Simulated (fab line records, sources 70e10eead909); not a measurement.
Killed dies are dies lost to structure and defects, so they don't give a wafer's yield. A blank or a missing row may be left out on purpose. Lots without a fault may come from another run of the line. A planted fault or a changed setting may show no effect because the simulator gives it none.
Which tool did it? | flow nand_harc | 12 lots, 36 wafers sampled, at 1 step of a route of 1302

WHAT THE GAUGES READ, wafer by wafer
NHARC_A_M1_OVL_MEAS_10: pitch 240 nm.
lot  | measured     | on         | overlay_x_nm (nm)
L075 | day 23 14:32 | overlay-01 | -0.9 -0.2 -0.7
L076 | day 23 18:21 | overlay-02 | -0.5 -1.0 -0.7
L079 | day 25 16:41 | overlay-01 | -0.4 0.0 -0.3
L081 | day 25 22:52 | overlay-02 | 0.1 -0.3 0.7
L083 | day 27 03:23 | overlay-01 | 0.3 0.1 0.4
L086 | day 27 22:34 | overlay-02 | 0.6 0.4 0.6
L088 | day 28 18:08 | overlay-02 | 1.3 0.1 1.1
L089 | day 29 01:13 | overlay-01 | 0.1 1.0 0.7
L093 | day 30 02:40 | overlay-01 | -2.1 -1.4 -1.3
L092 | day 30 10:21 | overlay-02 | 0.5 0.1 0.4
L095 | day 31 20:47 | overlay-01 | -0.6 -0.7 -1.3
L097 | day 32 03:56 | overlay-02 | 0.3 -0.1 0.1

WHICH TOOL RAN EACH LOT (tool, then ch and the chambers of the sampled wafers, then the start)
The record holds no process step before these readings.

THE ANSWER, worked out from the rows above alone
Rule: what is usual is taken from the lots themselves. Put in order of their means at a reading, lots are off if they are a third of the lots or fewer, leave a main group of 4 or more, and stand apart from it by a gap of 3 or more times the standard deviation of the main group's means; of several such gaps the widest counts. A main group whose means are all the same, to the digits that the tables above print for the reading, isn't used. A lot without any number at a reading at which 4 lots or more have one is off too. The other lots that the step has rows for count as sound.
No lot is off at any reading shown: from this, nothing can be told.

WHAT THE SIMULATOR HAD PUT IN
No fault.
